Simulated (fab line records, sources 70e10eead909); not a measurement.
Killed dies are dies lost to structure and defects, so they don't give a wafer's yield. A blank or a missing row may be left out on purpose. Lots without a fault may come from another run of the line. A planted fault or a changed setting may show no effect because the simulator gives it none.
A struck lot beside a sound one | flow nand_harc | 13 steps out of a route of 1302
Sound: wafers L845.1, L845.4, L845.6. Struck: wafers L855.1, L855.2, L855.6. The cause comes at the end.
At each step with rows: each side's tool, then ch and its chambers, then its first start. Under that, the readings that differ: sound wafers | struck wafers | difference of the means | sigmas: that difference in standard deviations of wafers without a fault.
alike: readings whose means differ by less than 2 such deviations, and words and numbers that are the same on both sides. not compared: withheld readings, readings that some wafer has no value for, bounds like >300 that may hide the same value, and numbers for which the record gives no deviation and whose values overlap.
The two part at a step that has a row with sigmas, a row that says differs or no value, or rows on one side only. Numbers that don't overlap but have no deviation are shown without sigmas and don't part them. A reading that every wafer of one side lacks parts them only if that side has two wafers or more.

NHARC_A_SOURCE_PLATE_THK_MEAS_09: measures by ellipsometry.
  sound on film_metro-01, day 7 16:46; struck on film_metro-02, day 11 16:30
  reading     | sound         | struck      | difference | sigmas
  thk_nm (nm) | 11.5 8.8 12.0 | 8.7 8.3 8.2 | -2.4       | -2
then, 3 steps without rows for these wafers: NHARC_A_SOURCE_PLATE_PVD_04 (deposits WSi2, target thk 50 nm); NHARC_A_SOURCE_PLATE_CVD_03 (deposits poly-Si, target thk 200 nm, time 4000 s); NHARC_A_SOURCE_PLATE_ANNEAL_05 (time 1800 s).
NHARC_A_SOURCE_PLATE_THK_MEAS_06: measures by ellipsometry.
  sound on film_metro-02, day 8 05:43; struck on film_metro-02, day 12 05:32
  alike: thk_nm
NHARC_A_SOURCE_PLATE_INSPECT_08:
  sound on defect_inspect-01, day 8 05:47; struck on defect_inspect-01, day 12 05:39
  alike: raw_defect_count
then, 1 step without rows for these wafers: NHARC_A_ONON_D1_DEP_00 (target thk 1000 nm).
NHARC_A_ONON_D1_THK_MEAS_02: measures by ellipsometry.
  sound on film_metro-01, day 8 06:22; struck on film_metro-01, day 12 06:14
  alike: thk_nm
then, 1 step without rows for these wafers: NHARC_A_ONON_D1_DEP_03 (target thk 1000 nm).
NHARC_A_ONON_D1_THK_MEAS_05: measures by ellipsometry.
  sound on film_metro-01, day 8 06:56; struck on film_metro-01, day 12 06:47
  alike: thk_nm
NHARC_A_ONON_D1_DEP_06: target thk 1000 nm.
  sound on pecvd_onon-04 ch 0, day 8 06:59; struck on pecvd_onon-04 ch 0, day 12 06:50
  alike: nh3_flow_sccm
NHARC_A_ONON_D1_THK_MEAS_08: measures by ellipsometry.
  sound on film_metro-01, day 8 07:30; struck on film_metro-01, day 12 07:31
  reading     | sound          | struck         | difference | sigmas
  thk_nm (nm) | 1001 1000 1002 | 1592 1592 1592 | +591       | +54
  not compared: hold
then, 1 step without rows for these wafers: NHARC_END_SORT_01.

WHERE THEY PART
First at NHARC_A_SOURCE_PLATE_THK_MEAS_09; last, within this record, at NHARC_A_ONON_D1_THK_MEAS_08.

WHY: what the simulator had put in
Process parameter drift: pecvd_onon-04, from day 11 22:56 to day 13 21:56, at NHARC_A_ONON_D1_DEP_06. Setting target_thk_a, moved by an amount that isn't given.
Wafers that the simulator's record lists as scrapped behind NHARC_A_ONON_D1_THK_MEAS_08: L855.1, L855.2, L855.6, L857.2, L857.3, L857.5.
